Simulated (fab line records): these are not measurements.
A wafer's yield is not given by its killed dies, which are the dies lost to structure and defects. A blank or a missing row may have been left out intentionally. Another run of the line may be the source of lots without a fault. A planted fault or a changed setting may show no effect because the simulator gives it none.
Which tool was responsible? -- flow nand-harc -- 23 lots, 69 wafers sampled, at 6 steps of a route of 1302

## WHAT EACH GAUGE READ, for each wafer
The record lacks any reading of a measuring or inspecting step that a usual standard deviation could be used to judge.

## TOOL THAT RAN EACH LOT (tool first, then ch and the chambers of the sampled wafers, then the start)
lot,NHARC_A_CHANNEL_FILL_D2_CMP_10,NHARC_A_STAIRCASE_TRIM_198,NHARC_A_STAIRCASE_ETCH_203,NHARC_A_STAIRCASE_DESCUM_219,NHARC_A_STAIRCASE_ETCH_221,NHARC_A_STAIRCASE_ETCH_223
L074,"cmp-04 ch 1,2, day 15 09:25","rie-diel-10 ch 1,2, day 16 03:35 or earlier","rie-diel-10 ch 0,2, day 16 03:35 or earlier","rie-diel-07 ch 2,3, day 16 03:35","rie-diel-07 ch 1,2,3, no start","rie-diel-07 ch 0,1,3, no start"
L075,"cmp-03 ch 0,2,3, day 15 18:04","rie-diel-07 ch 1,2, day 16 09:32 or earlier","rie-diel-07 ch 1,2,3, day 16 09:32 or earlier","rie-diel-10 ch 0,2, day 16 09:32","rie-diel-10 ch 0,1,2, no start","rie-diel-10 ch 0,2, no start"
L077,"cmp-03 ch 0,1, day 16 18:13","rie-diel-04 ch 0,1,3, day 17 05:35 or earlier","rie-diel-04 ch 1,2, day 17 05:35 or earlier","rie-diel-10 ch 0,1,2, day 17 05:35","rie-diel-10 ch 1,2, no start","rie-diel-10 ch 0,1,2, no start"
L076,"cmp-04 ch 0,2,3, day 16 18:14","rie-diel-07 ch 0,1,3, day 17 06:13 or earlier","rie-diel-07 ch 0,2,3, day 17 06:13 or earlier","rie-diel-07 ch 0,2,3, day 17 06:13","rie-diel-07 ch 0,2,3, no start","rie-diel-07 ch 0,1,2, no start"
L078,"cmp-04 ch 1,3, day 17 04:34","rie-diel-04 ch 1,2,3, day 17 15:43 or earlier","rie-diel-04 ch 0,1,2, day 17 15:43 or earlier","rie-diel-10 ch 1,2,3, day 17 15:43","rie-diel-10 ch 1,3, no start","rie-diel-10 ch 0,1,3, no start"
L080,"cmp-02 ch 0,3, day 17 19:11","rie-diel-10 ch 0,1,3, day 18 08:10 or earlier","rie-diel-10 ch 0,3, day 18 08:10 or earlier","rie-diel-10 ch 0,1, day 18 08:10","rie-diel-10 ch 1,2, no start","rie-diel-10 ch 0,1, no start"
L082,"cmp-03 ch 1,2,3, day 18 07:22","rie-diel-04 ch 0,1,3, day 18 18:49 or earlier","rie-diel-04 ch 1,2,3, day 18 18:49 or earlier","rie-diel-07 ch 1,2, day 18 18:49","rie-diel-07 ch 1,2, no start","rie-diel-07 ch 0,1,2, no start"
L081,"cmp-04 ch 0,2,3, day 18 18:43","rie-diel-10 ch 1,2, day 19 05:34 or earlier","rie-diel-10 ch 1,2,3, day 19 05:34 or earlier","rie-diel-10 ch 0,2,3, day 19 05:34","rie-diel-10 ch 0,3, no start","rie-diel-10 ch 0,1,2, no start"
L083,"cmp-03 ch 0,1,2, day 19 06:41","rie-diel-04 ch 0,2,3, day 19 18:08 or earlier","rie-diel-04 ch 1,2,3, day 19 18:08 or earlier","rie-diel-04 ch 0,1,2, day 19 18:08","rie-diel-04 ch 1,2,3, no start","rie-diel-04 ch 0,1,2, no start"
L084,"cmp-04 ch 0,1,2, day 19 13:43","rie-diel-07 ch 0,1, day 20 00:39 or earlier","rie-diel-07 ch 1,2, day 20 00:39 or earlier","rie-diel-07 ch 1,3, day 20 00:39","rie-diel-07 ch 0,1, no start","rie-diel-07 ch 0,1,2, no start"
L085,"cmp-02 ch 0,2,3, day 20 04:26","rie-diel-04 ch 1,2,3, day 20 15:45 or earlier","rie-diel-04 ch 0,2,3, day 20 15:45 or earlier","rie-diel-04 ch 0,1,3, day 20 15:45","rie-diel-04 ch 0,2,3, no start","rie-diel-04 ch 0,1,3, no start"
L086,"cmp-02 ch 2,3, day 20 09:22","rie-diel-10 ch 1,3, day 20 21:25 or earlier","rie-diel-10 ch 0,2, day 20 21:25 or earlier","rie-diel-04 ch 1,3, day 20 21:25","rie-diel-04 ch 0,2,3, no start","rie-diel-04 ch 1,3, no start"
L087,"cmp-02 ch 0,2,3, day 21 06:08","rie-diel-07 ch 2,3, day 21 17:17 or earlier","rie-diel-07 ch 1,3, day 21 17:17 or earlier","rie-diel-07 ch 0,1,3, day 21 17:17","rie-diel-07 ch 0,1,2, no start","rie-diel-07 ch 0,2,3, no start"
L089,"cmp-04 ch 1,2,3, day 21 16:52","rie-diel-04 ch 1,2,3, day 22 04:10 or earlier","rie-diel-04 ch 0,2,3, day 22 04:10 or earlier","rie-diel-10 ch 0,1,2, day 22 04:10","rie-diel-10 ch 0,1,2, no start","rie-diel-10 ch 0,1,2, no start"
L088,"cmp-03 ch 0,2,3, day 21 16:53","rie-diel-07 ch 0,2, day 22 05:14 or earlier","rie-diel-07 ch 0,2, day 22 05:14 or earlier","rie-diel-07 ch 0,2,3, day 22 05:14","rie-diel-07 ch 0,1,2, no start","rie-diel-07 ch 0,2,3, no start"
L090,"cmp-02 ch 2,3, day 22 10:26","rie-diel-04 ch 0,3, day 22 21:20 or earlier","rie-diel-04 ch 0,3, day 22 21:20 or earlier","rie-diel-07 ch 2,3, day 22 21:20","rie-diel-07 ch 2,3, no start","rie-diel-07 ch 0,1,3, no start"
L091,"cmp-02 ch 0,1,2, day 22 20:21","rie-diel-10 ch 0,1,2, day 23 09:42 or earlier","rie-diel-10 ch 0,2, day 23 09:42 or earlier","rie-diel-10 ch 2,3, day 23 09:42","rie-diel-10 ch 1,3, no start","rie-diel-10 ch 0,1,3, no start"
L092,"cmp-04 ch 0,1,2, day 22 20:22","rie-diel-07 ch 0,2,3, day 23 09:44 or earlier","rie-diel-07 ch 0,2, day 23 09:44 or earlier","rie-diel-07 ch 0,1,3, day 23 09:44","rie-diel-07 ch 0,2,3, no start","rie-diel-07 ch 0,1,3, no start"
L094,"cmp-04 ch 1,2,3, day 23 16:19","rie-diel-04 ch 2,3, day 24 03:32 or earlier","rie-diel-04 ch 2,3, day 24 03:32 or earlier","rie-diel-10 ch 0,2,3, day 24 03:32","rie-diel-10 ch 0,3, no start","rie-diel-10 ch 0,2,3, no start"
L093,"cmp-03 ch 0,1,3, day 23 16:20","rie-diel-04 ch 0,2,3, day 24 04:03 or earlier","rie-diel-04 ch 0,1,2, day 24 04:03 or earlier","rie-diel-04 ch 0,3, day 24 04:03","rie-diel-04 ch 0,1,2, no start","rie-diel-04 ch 0,1,3, no start"
L096,"cmp-04 ch 0,2,3, day 24 11:29","rie-diel-10 ch 1,2,3, day 24 22:20 or earlier","rie-diel-10 ch 0,2,3, day 24 22:20 or earlier","rie-diel-10 ch 0,2,3, day 24 22:20","rie-diel-10 ch 0,2,3, no start","rie-diel-10 ch 0,2,3, no start"
L095,"cmp-03 ch 0,1,3, day 24 15:16","rie-diel-10 ch 0,2,3, day 25 04:10 or earlier","rie-diel-10 ch 0,2, day 25 04:10 or earlier","rie-diel-10 ch 0,2, day 25 04:10","rie-diel-10 ch 0,2, no start","rie-diel-10 ch 0,2,3, no start"
L097,"cmp-02 ch 0,3, day 25 11:07","rie-diel-07 ch 0,3, day 25 23:30 or earlier","rie-diel-07 ch 0,1,3, day 25 23:30 or earlier","rie-diel-04 ch 0,1,3, day 25 23:30","rie-diel-04 ch 1,2,3, no start","rie-diel-04 ch 0,1, no start"
- NHARC_A_CHANNEL_FILL_D2_CMP_10: polishes, target thk 150 nm.
- NHARC_A_STAIRCASE_TRIM_198: chemistry O2, time 211.2 s.
- NHARC_A_STAIRCASE_ETCH_203: etches the open film in C4F8/O2, target depth 100 nm, time 40.5 s.
- NHARC_A_STAIRCASE_DESCUM_219: chemistry O2, time 3 s.
- NHARC_A_STAIRCASE_ETCH_221: etches the open film in C4F8/O2, target depth 100 nm, time 40.5 s.
- NHARC_A_STAIRCASE_ETCH_223: etches the open film in C4F8/O2, target depth 100 nm, time 40.5 s.

## WHAT THE TOOLS THEMSELVES READ (means of the sampled wafers that have a number; where no wafer has one, the mark that the record gives instead)
NHARC_A_CHANNEL_FILL_D2_CMP_10.
lot,tool,motor-current-A (A),slurry-filter-dp-kPa (kPa),time-to-endpoint-s (s)
L074,cmp-04,12.1,13.58,14.9
L075,cmp-03,11.1,13.41,12.6
L077,cmp-03,10.2,13.66,13.4
L076,cmp-04,11.8,13.45,15.0
L078,cmp-04,12.2,13.48,15.8
L080,cmp-02,12.2,13.56,12.4
L082,cmp-03,11.1,13.63,16.6
L081,cmp-04,11.9,13.52,14.3
L083,cmp-03,10.5,13.61,12.4
L084,cmp-04,12.6,13.42,16.9
L085,cmp-02,11.9,13.54,13.2
L086,cmp-02,11.2,13.47,12.9
L087,cmp-02,11.5,13.61,14.9
L089,cmp-04,11.7,13.53,15.1
L088,cmp-03,11.3,13.47,13.9
L090,cmp-02,11.0,13.39,15.1
L091,cmp-02,12.0,13.48,13.2
L092,cmp-04,12.4,13.46,15.0
L094,cmp-04,12.0,13.59,15.3
L093,cmp-03,10.4,13.38,15.4
L096,cmp-04,12.2,13.54,16.4
L095,cmp-03,10.7,13.51,15.2
L097,cmp-02,11.6,13.55,15.2

NHARC_A_STAIRCASE_TRIM_198.
lot,tool,chamber-pressure-mTorr (mTorr),drypump-motor-current-A (A),oes-product-au (a.u.),rf-vpp-V (V),showerhead-plenum-p-Torr (Torr),throttle-valve-pct (%)
L074,rie-diel-10,59.97,5.7,0.999,57.0,3.37,17.044
L075,rie-diel-07,60.01,5.8,1.008,57.3,3.47,17.041
L077,rie-diel-04,59.98,5.2,1.004,57.8,3.56,17.038
L076,rie-diel-07,60.02,6.1,1.003,58.8,3.53,17.040
L078,rie-diel-04,60.02,5.7,1.005,58.1,3.45,17.045
L080,rie-diel-10,59.98,5.7,1.002,57.8,3.45,17.039
L082,rie-diel-04,60.00,5.3,1.001,57.7,3.56,17.037
L081,rie-diel-10,59.97,5.7,0.999,57.3,3.36,17.034
L083,rie-diel-04,59.97,5.5,0.993,57.9,3.60,17.034
L084,rie-diel-07,59.95,6.0,1.000,57.1,3.54,17.040
L085,rie-diel-04,59.92,5.7,0.997,57.8,3.44,17.036
L086,rie-diel-10,60.06,5.3,1.000,58.3,3.40,17.040
L087,rie-diel-07,59.98,6.0,0.988,57.4,3.45,17.032
L089,rie-diel-04,60.01,5.6,0.993,57.7,3.44,17.034
L088,rie-diel-07,60.00,6.1,0.988,57.2,3.55,17.043
L090,rie-diel-04,60.02,5.1,1.006,57.9,3.69,17.032
L091,rie-diel-10,59.99,5.8,1.011,57.4,3.40,17.042
L092,rie-diel-07,59.96,6.2,1.007,57.6,3.52,17.042
L094,rie-diel-04,60.04,5.9,0.998,57.2,3.47,17.046
L093,rie-diel-04,59.98,5.5,1.003,58.4,3.58,17.040
L096,rie-diel-10,60.01,5.6,0.997,57.5,3.35,17.035
L095,rie-diel-10,60.03,6.0,1.000,57.2,3.39,17.042
L097,rie-diel-07,59.98,6.2,0.999,57.4,3.48,17.039

NHARC_A_STAIRCASE_ETCH_203.
lot,tool,chamber-pressure-mTorr (mTorr),oes-product-au (a.u.),rf-vpp-V (V)
L074,rie-diel-10,24.990,0.945,895
L075,rie-diel-07,25.002,0.949,893
L077,rie-diel-04,24.986,0.947,891
L076,rie-diel-07,24.993,0.940,897
L078,rie-diel-04,24.990,0.943,894
L080,rie-diel-10,25.002,0.948,895
L082,rie-diel-04,25.005,0.944,893
L081,rie-diel-10,25.017,0.949,891
L083,rie-diel-04,25.002,0.946,893
L084,rie-diel-07,24.994,0.938,894
L085,rie-diel-04,25.003,0.944,898
L086,rie-diel-10,25.013,0.937,893
L087,rie-diel-07,24.982,0.941,892
L089,rie-diel-04,25.004,0.950,897
L088,rie-diel-07,24.998,0.936,897
L090,rie-diel-04,25.012,0.942,901
L091,rie-diel-10,25.026,0.939,890
L092,rie-diel-07,25.005,0.950,900
L094,rie-diel-04,25.001,0.936,894
L093,rie-diel-04,24.989,0.953,894
L096,rie-diel-10,25.013,0.937,891
L095,rie-diel-10,24.981,0.946,893
L097,rie-diel-07,25.022,0.952,894

NHARC_A_STAIRCASE_DESCUM_219.
lot,tool,chamber-pressure-mTorr (mTorr),drypump-motor-current-A (A),oes-product-au (a.u.),rf-vpp-V (V),showerhead-plenum-p-Torr (Torr),throttle-valve-pct (%)
L074,rie-diel-07,59.97,6.0,1.001,57.7,1.88,11.315
L075,rie-diel-10,59.96,6.0,1.005,58.1,1.84,11.316
L077,rie-diel-10,60.04,5.8,1.002,57.1,1.86,11.311
L076,rie-diel-07,59.96,6.2,1.004,57.9,1.92,11.303
L078,rie-diel-10,59.94,5.6,1.003,57.4,1.83,11.311
L080,rie-diel-10,60.02,5.6,0.997,57.4,1.87,11.313
L082,rie-diel-07,60.00,5.8,0.992,57.7,1.88,11.305
L081,rie-diel-10,59.95,5.9,1.010,58.1,1.85,11.307
L083,rie-diel-04,60.00,5.1,1.006,58.8,1.90,11.313
L084,rie-diel-07,59.97,5.8,0.995,56.6,1.86,11.315
L085,rie-diel-04,60.03,5.2,0.995,57.4,1.92,11.301
L086,rie-diel-04,59.99,5.8,1.003,58.0,1.89,11.316
L087,rie-diel-07,60.02,6.1,0.995,57.9,1.90,11.319
L089,rie-diel-10,60.04,5.8,1.001,57.6,1.85,11.311
L088,rie-diel-07,59.99,6.1,0.992,58.3,1.91,11.308
L090,rie-diel-07,60.03,6.0,0.993,58.1,1.86,11.311
L091,rie-diel-10,60.02,5.9,0.995,57.3,1.80,11.303
L092,rie-diel-07,60.01,6.1,1.005,57.0,1.90,11.314
L094,rie-diel-10,60.00,5.9,1.001,57.8,1.84,11.317
L093,rie-diel-04,59.99,5.6,1.003,58.0,1.97,11.310
L096,rie-diel-10,60.05,5.9,1.001,57.6,1.84,11.310
L095,rie-diel-10,60.03,6.0,1.000,57.3,1.82,11.313
L097,rie-diel-04,59.96,5.2,1.003,57.1,1.91,11.306

NHARC_A_STAIRCASE_ETCH_221.
lot,tool,chamber-pressure-mTorr (mTorr),oes-product-au (a.u.),rf-vpp-V (V)
L074,rie-diel-07,25.013,0.935,893
L075,rie-diel-10,25.011,0.939,892
L077,rie-diel-10,24.996,0.951,889
L076,rie-diel-07,25.008,0.938,897
L078,rie-diel-10,25.011,0.930,892
L080,rie-diel-10,25.012,0.948,890
L082,rie-diel-07,24.997,0.921,893
L081,rie-diel-10,25.013,0.936,894
L083,rie-diel-04,25.001,0.955,893
L084,rie-diel-07,24.976,0.944,895
L085,rie-diel-04,24.990,0.946,898
L086,rie-diel-04,24.995,0.947,899
L087,rie-diel-07,24.983,0.948,897
L089,rie-diel-10,25.018,0.954,892
L088,rie-diel-07,25.031,0.948,896
L090,rie-diel-07,24.990,0.944,892
L091,rie-diel-10,24.984,0.940,891
L092,rie-diel-07,25.004,0.944,895
L094,rie-diel-10,24.982,0.951,892
L093,rie-diel-04,25.009,0.941,894
L096,rie-diel-10,24.981,0.926,891
L095,rie-diel-10,25.006,0.947,891
L097,rie-diel-04,25.004,0.923,892

NHARC_A_STAIRCASE_ETCH_223.
lot,tool,chamber-pressure-mTorr (mTorr),oes-product-au (a.u.),rf-vpp-V (V)
L074,rie-diel-07,24.998,0.940,896
L075,rie-diel-10,24.998,0.939,894
L077,rie-diel-10,25.011,0.943,892
L076,rie-diel-07,25.003,0.943,897
L078,rie-diel-10,24.997,0.937,893
L080,rie-diel-10,24.999,0.937,895
L082,rie-diel-07,25.011,0.939,897
L081,rie-diel-10,25.024,0.940,891
L083,rie-diel-04,25.011,0.941,895
L084,rie-diel-07,24.997,0.941,896
L085,rie-diel-04,24.983,0.944,897
L086,rie-diel-04,25.007,0.947,890
L087,rie-diel-07,24.996,0.956,895
L089,rie-diel-10,25.015,0.946,893
L088,rie-diel-07,25.001,0.951,895
L090,rie-diel-07,24.977,0.944,896
L091,rie-diel-10,24.980,0.936,893
L092,rie-diel-07,25.009,0.934,896
L094,rie-diel-10,25.019,0.947,891
L093,rie-diel-04,25.013,0.945,896
L096,rie-diel-10,25.011,0.929,892
L095,rie-diel-10,25.004,0.941,892
L097,rie-diel-04,24.998,0.939,892

## THE ANSWER, worked out from the rows above alone
Rule: usual is defined by the lots themselves. The widest of any qualifying gaps counts: lots, ordered by their means at a reading, are off when they make up no more than a third of the lots, leave a main group of 4 or more, and stand apart from it by 3 or more times the standard deviation of that group's means. If all means in a main group match to the digits the tables above print for the reading, that group is not used. Also off: a lot with no number at a reading for which 4 or more lots have one. The other lots that the step has rows for count as sound. First the gauges in route order, then the tools' own readings, where a lot's mean is used as printed above. At the first step where some lot is off, the reading lying furthest off is the one used; lots without a number count as furthest.
None of the lots is off at any reading shown; this tells nothing.

## WHAT WAS PUT IN BY THE SIMULATOR
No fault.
